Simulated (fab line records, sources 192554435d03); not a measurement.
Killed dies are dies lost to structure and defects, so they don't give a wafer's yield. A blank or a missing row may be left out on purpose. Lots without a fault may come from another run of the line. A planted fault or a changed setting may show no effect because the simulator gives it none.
Which tool did it? | flow n5_finfet | 10 lots, 30 wafers sampled, at 4 steps of a route of 1938

WHAT THE GAUGES READ, wafer by wafer
N5_BEOL_M8_CD_MEAS_28: target cd 40 nm.
lot  | measured     | on        | cd_nm (nm)
L075 | day 9 13:29  | cd_sem-02 | 39.97 40.04 39.93
L078 | day 11 02:55 | cd_sem-01 | 39.86 40.20 40.24
L083 | day 11 07:13 | cd_sem-02 | 40.27 40.31 40.07
L084 | day 12 08:46 | cd_sem-01 | 40.22 40.05 39.64
L086 | day 13 01:33 | cd_sem-02 | 40.01 40.14 39.84
L087 | day 13 09:46 | cd_sem-01 | 40.13 39.65 40.11
L091 | day 14 05:13 | cd_sem-01 | 40.25 40.10 39.89
L093 | day 14 10:56 | cd_sem-03 | 40.35 39.86 40.00
L095 | day 15 01:46 | cd_sem-02 | 40.27 39.93 40.30
L097 | day 15 17:37 | cd_sem-03 | 40.00 39.84 39.84

WHICH TOOL RAN EACH LOT (tool, then ch and the chambers of the sampled wafers, then the start)
lot  | N5_BEOL_M8_DESCUM_16               | N5_BEOL_M8_ETCH_61                 | N5_BEOL_M8_ETCH_62
L075 | rie_diel-02 ch 0,1, day 9 12:43    | rie_diel-02 ch 0,1, day 9 12:46    | rie_diel-02 ch 0,1, day 9 12:49
L078 | rie_diel-03 ch 1,2,3, day 11 02:10 | rie_diel-03 ch 1,2,3, day 11 02:11 | rie_diel-03 ch 1,2,3, day 11 02:15
L083 | rie_diel-03 ch 0,3, day 11 05:47   | rie_diel-03 ch 0,3, day 11 05:49   | rie_diel-03 ch 0,3, day 11 05:52
L084 | rie_diel-04 ch 1,2,3, day 12 07:52 | rie_diel-04 ch 1,2,3, day 12 07:54 | rie_diel-04 ch 1,2,3, day 12 07:58
L086 | rie_diel-03 ch 0,2,3, day 12 21:07 | rie_diel-03 ch 0,2,3, day 12 21:09 | rie_diel-03 ch 0,2,3, day 12 21:13
L087 | rie_diel-02 ch 1,2, day 13 06:24   | rie_diel-02 ch 1,2, day 13 06:26   | rie_diel-02 ch 1,2, day 13 06:29
L091 | rie_diel-04 ch 0,1, day 14 02:58   | rie_diel-04 ch 0,1, day 14 03:00   | rie_diel-04 ch 0,1, day 14 03:04
L093 | rie_diel-03 ch 0,1, day 14 07:25   | rie_diel-03 ch 0,1, day 14 07:28   | rie_diel-03 ch 0,1, day 14 07:31
L095 | rie_diel-02 ch 0,1,3, day 15 00:49 | rie_diel-02 ch 0,1,3, day 15 00:52 | rie_diel-02 ch 0,1,3, day 15 00:55
L097 | rie_diel-03 ch 1,2,3, day 15 15:17 | rie_diel-03 ch 1,2,3, day 15 15:19 | rie_diel-03 ch 1,2,3, day 15 15:22
- N5_BEOL_M8_DESCUM_16: chemistry O2, time 7.9 s.
- N5_BEOL_M8_ETCH_61: etches SiARC in CF4, target depth 45.5 nm, time 75.8 s.
- N5_BEOL_M8_ETCH_62: etches SOC in N2/H2, target depth 110 nm, overetch 22 nm, time 165 s.

THE ANSWER, worked out from the rows above alone
Rule: what is usual is taken from the lots themselves. Put in order of their means at a reading, lots are off if they are a third of the lots or fewer, leave a main group of 4 or more, and stand apart from it by a gap of 3 or more times the standard deviation of the main group's means; of several such gaps the widest counts. A main group whose means are all the same, to the digits that the tables above print for the reading, isn't used. A lot without any number at a reading at which 4 lots or more have one is off too. The other lots that the step has rows for count as sound.
No lot is off at any reading shown: from this, nothing can be told.

WHAT THE SIMULATOR HAD PUT IN
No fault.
